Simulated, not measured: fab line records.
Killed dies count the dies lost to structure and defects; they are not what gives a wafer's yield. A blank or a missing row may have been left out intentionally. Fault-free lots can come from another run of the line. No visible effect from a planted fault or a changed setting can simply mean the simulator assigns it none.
fab line records ; flow nandHarc
[record] lots = 12; wafers = 36; lastDay = 24
route steps=1159 shown P_M2@318 THIN_TSV@1128 END@1159
lots untouched by any fault: they come from a run of this same line in which no faults occurred
startH: hours from the record's opening day to when the first of the lot's shown wafers began ; waitH: hours elapsed since this lot's preceding step ; " the same as in the row above ; L1.1+2: a single row standing in for several wafers ; - value missing, or start not given ; * or withheld: withheld ; < > ~ a bound
route shown NAME@n: NAME is a module with steps in the file, n the number in the route of the first one ; usual: mean/standard deviation of fault-free wafers ; same: alike in all rows ; chamber/n: place in a boat ; sites: the reading at each site ; _std_site: the values' standard deviation ; _edge_site: inner sites' mean taken away from outer sites' mean ; radiusMm: for every site, how far away it sits from the centre of the wafer ; mask NAME#n: copy n ; behind: the tool/chamber that last shaped the wafer ; hold: why the lot was held/for how many hours/how that ended ; device: the transistor (n, p or np) that didn't switch ; end of line: the tests these same wafers got at the end of their route ; a step without rows: its recipe alone ; killed: dies lost to structure and defects at the first sort, not the wafer's yield ; map: the dies of a wafer, with x for killed, . for not killed, _ for no die there
set.NAME: the setting the step ran with; set.NAME@STEP: the setting that earlier step ran with ; model.NAME: the simulator's own value behind a step, which no gauge read
one table for each step of the route and one row for each wafer, over a sample of lots
services: when a tool's chamber went out of use (startH, in hours from the record's first day, below 0 if earlier), for how many hours, and the reason
[[steps]]
[step NHARC_P_M2_DEP_00]
[recipe] targetThkA = 1825; targetThkNm = 182.5; tempC = withheld; pressureTorr = 5; flowSccm = 200; rfW = 600; material = SiOC
lot.wafer;tool;chamber;startH;waitH
L750.2+1+4;pecvd-02;0,1,1;127.48;-
L758.1+5+6;pecvd-04;2,0,1;170.37;-
L761.2+6+4;pecvd-04;0,1,2;184.69;-
L763.2+5+6;pecvd-03;1,1,2;202.17;-
L764.2+4+5;pecvd-03;0,1,2;220.99;-
L766.1+2+5;pecvd-02;1,2,0;222.46;-
L767.3+5+4;pecvd-03;2,1,2;228.84;-
L769.3+6+5;pecvd-03;2,2,1;229.15;-
L768.3+4+6;pecvd-03;2,0,1;229.48;-
L771.3+6+4;pecvd-02;2,1,0;247.21;-
L772.3+5+4;pecvd-03;2,2,0;254.75;-
L773.3+6+5;pecvd-02;0,2,1;263.15;0.4
[step NHARC_THIN_TSV_PRE_CLEAN_50]
[recipe] timeS = 30; tempC = 280; gas = H2/He
[usual] heaterPowerW = 402/34
lot.wafer;tool;chamber;startH;waitH;heaterPowerW
L750.4;pvdSputter-03;-;-;-;363
L750.2;pvdSputter-03;-;-;-;411
L750.1;pvdSputter-03;-;-;-;408
L763.2;pvdSputter-02;-;-;-;464
L763.6;pvdSputter-02;-;-;-;461
L763.5;pvdSputter-02;-;-;-;363
L766.2;pvdSputter-02;-;-;-;459
L766.1;pvdSputter-02;-;-;-;405
L766.5;pvdSputter-02;-;-;-;461
L767.3;pvdSputter-01;-;-;-;387
L767.4;pvdSputter-01;-;-;-;452
L767.5;pvdSputter-01;-;-;-;444
L764.4;pvdSputter-03;-;-;-;421
L764.2;pvdSputter-03;-;-;-;372
L764.5;pvdSputter-03;-;-;-;376
L769.3;pvdSputter-03;-;-;-;379
L769.6;pvdSputter-03;-;-;-;384
L769.5;pvdSputter-03;-;-;-;425
L768.3;pvdSputter-01;-;-;-;383
L768.4;pvdSputter-01;-;-;-;429
L768.6;pvdSputter-01;-;-;-;442
L772.3;pvdSputter-02;-;-;-;352
L772.4;pvdSputter-02;-;-;-;464
L772.5;pvdSputter-02;-;-;-;372
L771.3;pvdSputter-03;-;-;-;421
L771.4;pvdSputter-03;-;-;-;375
L771.6;pvdSputter-03;-;-;-;365
L773.3;pvdSputter-02;-;-;-;468
L773.5;pvdSputter-02;-;-;-;353
L773.6;pvdSputter-02;-;-;-;365
[step NHARC_THIN_TSV_ANNEAL_52]
[recipe] tempC = 225; timeS = 90
[usual] annealTempCMax = 226.22/0.26; wafer_temp_C_max = 226.1/0.42
lot.wafer;tool;chamber;startH;waitH;annealTempCMax;wafer_temp_C_max
L750.1;rtpAnneal-01;0;442.14;0.5;225.70;226.1
L750.2;rtpAnneal-01;0;442.14;0.5;226.32;225.9
L750.4;rtpAnneal-01;0;442.14;0.5;225.95;226.1
L763.2;rtpAnneal-02;0;493.42;0.8;226.32;225.9
L763.5;rtpAnneal-02;0;493.42;0.8;226.52;226.8
L763.6;rtpAnneal-02;0;493.42;0.8;226.14;226.4
L766.1;rtpAnneal-02;0;515.34;0.7;226.07;226.9
L766.2;rtpAnneal-02;0;515.34;0.7;226.37;227.6
L766.5;rtpAnneal-02;0;515.34;0.7;226.79;227.0
L767.3;rtpAnneal-01;0;526.86;0.4;225.91;226.1
L767.4;rtpAnneal-01;0;526.86;0.4;225.81;226.1
L767.5;rtpAnneal-01;0;526.86;0.4;225.79;226.0
L764.2;rtpAnneal-02;0;528.38;0.6;225.99;226.2
L764.4;rtpAnneal-02;0;528.38;0.6;225.97;226.3
L764.5;rtpAnneal-02;0;528.38;0.6;226.27;226.3
L769.3;rtpAnneal-02;0;535.31;0.6;226.27;226.2
L769.5;rtpAnneal-02;0;535.31;0.6;226.51;226.2
L769.6;rtpAnneal-02;0;535.31;0.6;226.10;226.9
L768.3;rtpAnneal-01;0;536.11;0.4;226.01;225.5
L768.4;rtpAnneal-01;0;536.11;0.4;226.27;225.6
L768.6;rtpAnneal-01;0;536.11;0.4;226.08;225.9
L772.3;rtpAnneal-02;0;551.40;0.4;226.13;226.9
L772.4;rtpAnneal-02;0;551.40;0.4;226.44;226.3
L772.5;rtpAnneal-02;0;551.40;0.4;226.38;226.3
L771.3;rtpAnneal-01;0;554.40;0.4;226.18;225.6
L771.4;rtpAnneal-01;0;554.40;0.4;226.28;225.7
L771.6;rtpAnneal-01;0;554.40;0.4;226.28;225.6
L773.3;rtpAnneal-01;0;557.49;0.6;225.98;225.8
L773.5;rtpAnneal-01;0;557.49;0.6;225.91;225.8
L773.6;rtpAnneal-01;0;557.49;0.6;226.42;225.9
[step NHARC_THIN_TSV_INSPECT_40]
[usual] rawDefectCount = 458/76
lot.wafer;tool;chamber;startH;waitH;rawDefectCount
L750.1;defectInspect-01;-;450.11;0.4;375
L750.2;defectInspect-01;-;450.11;0.4;432
L750.4;defectInspect-01;-;450.11;0.4;443
L763.2;defectInspect-01;-;501.23;0.4;495
L763.5;defectInspect-01;-;501.23;0.4;570
L763.6;defectInspect-01;-;501.23;0.4;502
L766.1;defectInspect-01;-;524.39;0.4;484
L766.2;defectInspect-01;-;524.39;0.4;449
L766.5;defectInspect-01;-;524.39;0.4;499
L764.2;defectInspect-01;-;536.03;0.4;388
L764.4;defectInspect-01;-;536.03;0.4;529
L764.5;defectInspect-01;-;536.03;0.4;394
L767.3;defectInspect-02;-;536.04;0.4;413
L767.4;defectInspect-02;-;536.04;0.4;361
L767.5;defectInspect-02;-;536.04;0.4;426
L769.3;defectInspect-01;-;545.36;0.4;500
L769.5;defectInspect-01;-;545.36;0.4;535
L769.6;defectInspect-01;-;545.36;0.4;418
L768.3;defectInspect-02;-;545.36;0.4;465
L768.4;defectInspect-02;-;545.36;0.4;445
L768.6;defectInspect-02;-;545.36;0.4;472
L772.3;defectInspect-01;-;558.79;0.4;570
L772.4;defectInspect-01;-;558.79;0.4;550
L772.5;defectInspect-01;-;558.79;0.4;453
L771.3;defectInspect-01;-;561.93;0.4;471
L771.4;defectInspect-01;-;561.93;0.4;398
L771.6;defectInspect-01;-;561.93;0.4;417
L773.3;defectInspect-01;-;566.47;0.4;362
L773.5;defectInspect-01;-;566.47;0.4;427
L773.6;defectInspect-01;-;566.47;0.4;390
[step NHARC_END_SORT_01]
[recipe] tempC = 25
[usual] defectLimitedYield = 95.6/1.6; killedAtArray = 26/11; killedAtOther = 0.6/1; killedAtPeriphery = 3.1/2.1; killedDies = 30/11; killedOpen = 3.4/1.8; killedShort = 2.1/1.5; sort_bin_2_pct = 1.3/0.64; sort_bin_3_pct = 0.25/0.23; sort_bin_4_pct = 2.8/1.1; sortNPass = 647/11; sortRimYieldPct = 95.8/2.7; sortYieldPct = 95.6/1.6
[same] grossDies = 677; sort_bin_5_pct[%] = 0; sort_bin_6_pct[%] = 0; sort_bin_7_pct[%] = 0; sort_bin_8_pct[%] = 0; sortRimNGross = 106.00
lot.wafer;tool;chamber;startH;waitH;defectLimitedYield[%];killedAtArray;killedAtOther;killedAtPeriphery;killedDies;killedOpen;killedShort;sort_bin_2_pct[%];sort_bin_3_pct[%];sort_bin_4_pct[%];sortNPass;sortRimYieldPct[%];sortYieldPct[%]
L750.1;prober-01;0;457.42;2.5;95.7;24;0;5;29;6;1;1.9;0.15;2.2;648;97.2;95.7
L750.2;prober-01;0;458.21;2.8;94.2;37;1;1;39;4;2;2.1;0.15;3.5;638;97.2;94.2
L750.4;prober-01;0;459.80;3.4;96.2;24;0;2;26;4;1;2.1;0.15;1.6;651;97.2;96.2
L758.1;prober-02;0;486.64;2.5;0;15;0;662;677;3;1;97.8;0.30;1.9;0;0;0
L758.5;prober-02;0;489.92;3.8;0;15;0;662;677;1;2;98.2;0;1.8;0;0;0
L758.6;prober-02;0;490.74;4.1;0;16;1;660;677;3;0;98.2;0;1.8;0;0;0
L761.2;prober-02;0;495.37;2.8;0;31;2;644;677;2;4;96.0;0.30;3.7;0;0;0
L761.4;prober-02;0;496.97;3.4;0;19;0;658;677;3;2;97.6;0.15;2.2;0;0;0
L761.6;prober-02;0;498.58;4.0;0;34;1;642;677;5;5;95.3;0.30;4.4;0;0;0
L763.2;prober-01;0;510.87;2.8;94.8;34;0;1;35;4;0;1.3;0.44;3.4;642;97.2;94.8
L763.5;prober-01;0;513.28;3.7;92.3;50;0;2;52;2;3;1.6;0.44;5.6;625;93.4;92.3
L763.6;prober-01;0;514.09;4.0;93.6;43;0;0;43;3;3;2.1;0.30;4.0;634;90.6;93.6
L769.3;prober-01;0;550.04;3.1;91.4;55;0;3;58;4;1;2.4;0.74;5.5;619;96.2;91.4
L769.5;prober-01;0;551.63;3.7;92.8;45;3;1;49;4;0;1.9;0.44;4.9;628;91.5;92.8
L769.6;prober-01;0;552.43;4.0;92.5;45;0;6;51;0;0;3.2;0.59;3.7;626;94.3;92.5
// killed by level:class
L750.1 A_CHANNEL_HOLE_D1:chamberFilmFlake=10 A_CONTACT:geometricParticle:open=4 P_GATE:chamberFilmFlake=3 A_SLIT:chamberFilmFlake=3 A_CONTACT:chamberFilmFlake=3 P_M1:geometricParticle:open=1 A_SOURCE_PLATE:geometricParticle:short=1 A_M0:geometricParticle:open=1
L750.2 A_CHANNEL_HOLE_D1:chamberFilmFlake=17 A_WL_FILL:chamberFilmFlake=5 A_CONTACT:chamberFilmFlake=4 A_SLIT:chamberFilmFlake=3 A_STAIRCASE:chamberFilmFlake=2 P_M1:geometricParticle:open=1 A_ONON_D1:geometricParticle:short=1 A_CHANNEL_FILL_D1:geometricParticle:open=1
L750.4 A_CHANNEL_HOLE_D1:chamberFilmFlake=13 A_SLIT:chamberFilmFlake=3 A_CONTACT:geometricParticle:open=2 A_WL_FILL:chamberFilmFlake=2 P_M0:geometricParticle:open=1 A_CONTACT:geometricParticle:short=1 A_BLC:geometricParticle:open=1 P_GATE:chamberFilmFlake=1
L758.1 P_M2:areaDep=653 A_WL_FILL:chamberFilmFlake=4 P_GATE:chamberFilmFlake=3 A_CHANNEL_HOLE_D1:chamberFilmFlake=3 P_STI:chamberFilmFlake=2 A_CHANNEL_FILL_D1:chamberFilmFlake=2 A_CONTACT:chamberFilmFlake=2 P_GATE:geometricParticle:open=1
L758.5 P_M2:areaDep=659 P_GATE:chamberFilmFlake=3 A_WL_FILL:chamberFilmFlake=3 A_ZERO_WELL:chamberFilmFlake=2 A_CHANNEL_HOLE_D1:chamberFilmFlake=2 A_STAIRCASE:chamberFilmFlake=2 A_CONTACT:chamberFilmFlake=2 A_CONTACT:geometricParticle:short=1
L758.6 P_M2:areaDep=658 A_CHANNEL_HOLE_D1:chamberFilmFlake=5 A_WL_FILL:chamberFilmFlake=2 A_ZERO_WELL:chamberFilmFlake=2 A_CHANNEL_FILL_D1:chamberFilmFlake=2 A_CONTACT:chamberFilmFlake=2 P_M0:geometricParticle:open=1 A_SGD_CUT:geometricParticle:open=1
L761.2 P_M2:areaDep=642 A_CONTACT:chamberFilmFlake=15 A_CHANNEL_HOLE_D1:chamberFilmFlake=6 A_CHANNEL_HOLE_D1:geometricParticle:open=2 A_CHANNEL_FILL_D1:geometricParticle:short=2 A_STAIRCASE:chamberFilmFlake=2 A_SGD_CUT:geometricParticle:short=1 P_GATE:chamberFilmFlake=1
L761.4 P_M2:areaDep=652 A_CONTACT:chamberFilmFlake=9 A_CHANNEL_HOLE_D1:chamberFilmFlake=3 P_GATE:chamberFilmFlake=2 P_CONTACT:chamberFilmFlake=2 A_WL_FILL:chamberFilmFlake=2 P_GATE:geometricParticle:open=1 A_CHANNEL_FILL_D1:chamberFilmFlake=1
L761.6 P_M2:areaDep=637 A_CONTACT:chamberFilmFlake=13 A_CHANNEL_HOLE_D1:chamberFilmFlake=6 A_STAIRCASE:chamberFilmFlake=4 A_WL_FILL:chamberFilmFlake=3 A_CHANNEL_FILL_D1:geometricParticle:short=2 P_GATE:geometricParticle:open=1 P_M0:geometricParticle:short=1
L763.2 A_SLIT:chamberFilmFlake=12 A_CHANNEL_HOLE_D1:chamberFilmFlake=11 A_M1:chamberFilmFlake=4 A_ZERO_WELL:chamberFilmFlake=2 P_M0:geometricParticle:open=1 A_STAIRCASE:geometricParticle:open=1 A_WL_FILL:geometricParticle:open=1 A_CONTACT:geometricParticle:open=1
L763.5 A_CHANNEL_HOLE_D1:chamberFilmFlake=19 A_SLIT:chamberFilmFlake=17 A_ZERO_WELL:chamberFilmFlake=4 A_M1:chamberFilmFlake=4 A_CHANNEL_FILL_D1:chamberFilmFlake=3 P_CONTACT:geometricParticle:short=1 P_M0:geometricParticle:open=1 A_ONON_D1:geometricParticle:short=1
L763.6 A_CHANNEL_HOLE_D1:chamberFilmFlake=13 A_SLIT:chamberFilmFlake=11 A_M1:chamberFilmFlake=6 A_ZERO_WELL:chamberFilmFlake=3 A_CHANNEL_FILL_D1:chamberFilmFlake=3 A_WL_FILL:geometricParticle:short=2 A_ONON_D1:geometricParticle:open=1 A_CHANNEL_HOLE_D1:geometricParticle:short=1
L769.3 A_CHANNEL_HOLE_D1:chamberFilmFlake=21 A_SLIT:chamberFilmFlake=20 A_STAIRCASE:chamberFilmFlake=4 A_ONON_D1:geometricParticle:open=2 P_CONTACT:chamberFilmFlake=2 A_CONTACT:chamberFilmFlake=2 A_M1:chamberFilmFlake=2 A_SOURCE_PLATE:geometricParticle:open=1
L769.5 A_SLIT:chamberFilmFlake=18 A_CHANNEL_HOLE_D1:chamberFilmFlake=18 A_CONTACT:chamberFilmFlake=4 THIN_TSV:chamberFilmFlake=3 A_ONON_D1:geometricParticle:open=1 A_BLC:geometricParticle:open=1 A_M0:geometricParticle:open=1 A_M1:geometricParticle:open=1
L769.6 A_SLIT:chamberFilmFlake=21 A_CHANNEL_HOLE_D1:chamberFilmFlake=17 A_CONTACT:chamberFilmFlake=6 P_CONTACT:chamberFilmFlake=4 P_GATE:chamberFilmFlake=1 P_BONDPAD:chamberFilmFlake=1 A_ZERO_WELL:chamberFilmFlake=1
[[services]]
tool;chamber;startH;hours;kind
pvdSputter-03;-;104.22;1.6;repair
pecvd-03;-;111.02;13.0;pm
pecvd-02;-;153.15;13.0;pm
pvdSputter-02;-;193.95;2.5;repair
pecvd-03;0;199.42;6.3;repair
pvdSputter-03;-;205.34;8.3;repair
pvdSputter-02;-;214.03;10.0;pm
pecvd-03;1;261.52;1.9;repair
pvdSputter-03;-;280.00;10.0;pm
pecvd-03;-;292.13;13.0;pm
rtpAnneal-02;-;300.00;12.0;pm
pecvd-02;-;330.81;2.6;repair
pecvd-02;-;334.15;13.0;pm
pvdSputter-02;-;364.27;3.4;repair
pvdSputter-02;-;392.03;10.0;pm
pvdSputter-02;-;410.14;1.5;repair
pvdSputter-02;-;413.93;1.4;repair
pvdSputter-03;-;416.85;4.1;repair
pvdSputter-03;-;458.00;10.0;pm
pecvd-02;-;462.81;3.0;repair
pvdSputter-02;-;463.91;2.1;repair
pecvd-03;-;473.13;13.0;pm
pecvd-03;1;537.65;4.9;repair
pecvd-03;1;544.73;2.3;repair
[[key]]
[firstSign] step = NHARC_END_SORT_01; reading = killedAtPeriphery; direction = up; sigmas = 99+; usual = 3.1; struck = 654.7
[effect] step = NHARC_END_SORT_01; reading = sort_bin_2_pct; direction = up; sigmas = 99+; usual = 1.3; struck = 97.2
[moreKillsBornAt] NHARC_P_M2_DEP_00@pecvd-04 = 3901
metAt NHARC_P_M2_DEP_00
struckLots L758,L761
laterRowsLeftOut L758.1,L758.5,L758.6,L761.2,L761.4,L761.6
notActingAt NHARC_THIN_TSV_PRE_CLEAN_50,NHARC_THIN_TSV_ANNEAL_52,NHARC_THIN_TSV_INSPECT_40
[fault] kind = processParameterDrift; tool = pecvd-04; chamber = -; onsetH = 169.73; steps = NHARC_P_M2_DEP_00; channel = targetThkNm; offset = 138.52; shape = step; endH = 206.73; actsIn = theseRecipesOnly; stated = 182.5
// laterRowsLeftOut: the simulator's readings of these wafers behind a module that went badly wrong aren't trusted and aren't shown, but for the sort
